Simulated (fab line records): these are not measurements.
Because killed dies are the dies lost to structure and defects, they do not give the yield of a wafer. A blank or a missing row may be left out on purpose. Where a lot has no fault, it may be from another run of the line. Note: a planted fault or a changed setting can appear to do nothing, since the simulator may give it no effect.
Matching of chambers :: flow nandHarc :: 4 sister chambers for NHARC_P_BONDPAD_CMP_32 on cmp-03
The step polishes SiCN, target thk 200 nm. 22 wafers are shown with their chamber, then 11 later ones without.

WAFERS, EACH WITH ITS CHAMBER
wafer: L076.2
chamber: 0
motorCurrentA (A): 12.8
slurryFilterDpKPa (kPa): 13.41

wafer: L076.3
chamber: 3
motorCurrentA (A): 11.3
slurryFilterDpKPa (kPa): 13.51

wafer: L076.6
chamber: 0
motorCurrentA (A): 12.9
slurryFilterDpKPa (kPa): 13.64

wafer: L078.1
chamber: 1
motorCurrentA (A): 10.7
slurryFilterDpKPa (kPa): 13.38

wafer: L078.4
chamber: 2
motorCurrentA (A): 13.1
slurryFilterDpKPa (kPa): 13.58

wafer: L078.6
chamber: 0
motorCurrentA (A): 12.4
slurryFilterDpKPa (kPa): 13.33

wafer: L082.2
chamber: 2
motorCurrentA (A): 12.5
slurryFilterDpKPa (kPa): 13.64

wafer: L082.4
chamber: 3
motorCurrentA (A): 11.5
slurryFilterDpKPa (kPa): 13.30

wafer: L082.6
chamber: 3
motorCurrentA (A): 10.7
slurryFilterDpKPa (kPa): 13.43

wafer: L083.2
chamber: 1
motorCurrentA (A): 10.4
slurryFilterDpKPa (kPa): 13.48

wafer: L083.4
chamber: 0
motorCurrentA (A): 12.4
slurryFilterDpKPa (kPa): 13.42

wafer: L083.5
chamber: 3
motorCurrentA (A): 11.8
slurryFilterDpKPa (kPa): 13.52

wafer: L084.1
chamber: 2
motorCurrentA (A): 12.7
slurryFilterDpKPa (kPa): 13.55

wafer: L084.2
chamber: 0
motorCurrentA (A): 13.2
slurryFilterDpKPa (kPa): 13.54

wafer: L084.4
chamber: 1
motorCurrentA (A): 10.1
slurryFilterDpKPa (kPa): 13.28

wafer: L085.2
chamber: 0
motorCurrentA (A): 12.4
slurryFilterDpKPa (kPa): 13.41

wafer: L085.3
chamber: 3
motorCurrentA (A): 11.0
slurryFilterDpKPa (kPa): 13.45

wafer: L085.4
chamber: 1
motorCurrentA (A): 10.8
slurryFilterDpKPa (kPa): 13.49

wafer: L088.1
chamber: 1
motorCurrentA (A): 10.8
slurryFilterDpKPa (kPa): 13.35

wafer: L088.2
chamber: 0
motorCurrentA (A): 13.1
slurryFilterDpKPa (kPa): 13.66

wafer: L088.3
chamber: 3
motorCurrentA (A): 10.8
slurryFilterDpKPa (kPa): 13.49

wafer: L090.2
chamber: 1
motorCurrentA (A): 10.8
slurryFilterDpKPa (kPa): 13.49

SIGNATURES, as means of the wafers listed above
reading: motorCurrentA
chamber 0: 12.743
chamber 1: 10.600
chamber 2: 12.767
chamber 3: 11.183
scatter within a chamber: 0.352

reading: slurryFilterDpKPa
chamber 0: 13.4871
chamber 1: 13.4117
chamber 2: 13.5900
chamber 3: 13.4500
scatter within a chamber: 0.0982
Rule: for a wafer and a chamber, the distance is found by dividing, reading by reading, the gap between the wafer's reading and the chamber's mean by the reading's scatter, squaring, summing and taking the root. The wafer belongs to the nearest chamber; if the next one is less than 2 further off, it can't be placed. How the scatter is found: for the shown wafers, subtract from each reading the mean of its chamber, square and add these, divide the total by (wafers less chambers), then take the root.

WAFERS WITH NO CHAMBER GIVEN
wafer: L090.5
motorCurrentA (A): 10.4
slurryFilterDpKPa (kPa): 13.42

wafer: L090.6
motorCurrentA (A): 12.1
slurryFilterDpKPa (kPa): 13.68

wafer: L091.1
motorCurrentA (A): 13.7
slurryFilterDpKPa (kPa): 13.62

wafer: L091.3
motorCurrentA (A): 12.7
slurryFilterDpKPa (kPa): 13.46

wafer: L091.5
motorCurrentA (A): 13.2
slurryFilterDpKPa (kPa): 13.60

wafer: L092.1
motorCurrentA (A): 13.6
slurryFilterDpKPa (kPa): 13.72

wafer: L092.4
motorCurrentA (A): 10.9
slurryFilterDpKPa (kPa): 13.52

wafer: L092.6
motorCurrentA (A): 11.8
slurryFilterDpKPa (kPa): 13.54

wafer: L096.2
motorCurrentA (A): 12.2
slurryFilterDpKPa (kPa): 13.48

wafer: L096.3
motorCurrentA (A): 14.3
slurryFilterDpKPa (kPa): 13.40

wafer: L096.6
motorCurrentA (A): 13.0
slurryFilterDpKPa (kPa): 13.77

CHAMBER TAKEN BY EACH
wafer: L090.5
from the rows above: can't be placed: 1 or 3
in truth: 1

wafer: L090.6
from the rows above: can't be placed: 2 or 0 or 3
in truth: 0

wafer: L091.1
from the rows above: can't be placed: 2 or 0
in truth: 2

wafer: L091.3
from the rows above: can't be placed: 0 or 2
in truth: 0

wafer: L091.5
from the rows above: can't be placed: 2 or 0
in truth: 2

wafer: L092.1
from the rows above: can't be placed: 2 or 0
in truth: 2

wafer: L092.4
from the rows above: can't be placed: 3 or 1
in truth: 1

wafer: L092.6
from the rows above: can't be placed: 3 or 0 or 2 or 1
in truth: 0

wafer: L096.2
from the rows above: can't be placed: 0 or 2 or 3
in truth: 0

wafer: L096.3
from the rows above: can't be placed: 0 or 2
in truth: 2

wafer: L096.6
from the rows above: can't be placed: 2 or 0
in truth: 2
Placed correctly: 0 of 11. Can't be placed from these rows: 11 (the true chamber is among the candidates in 11). Placed wrongly: 0.
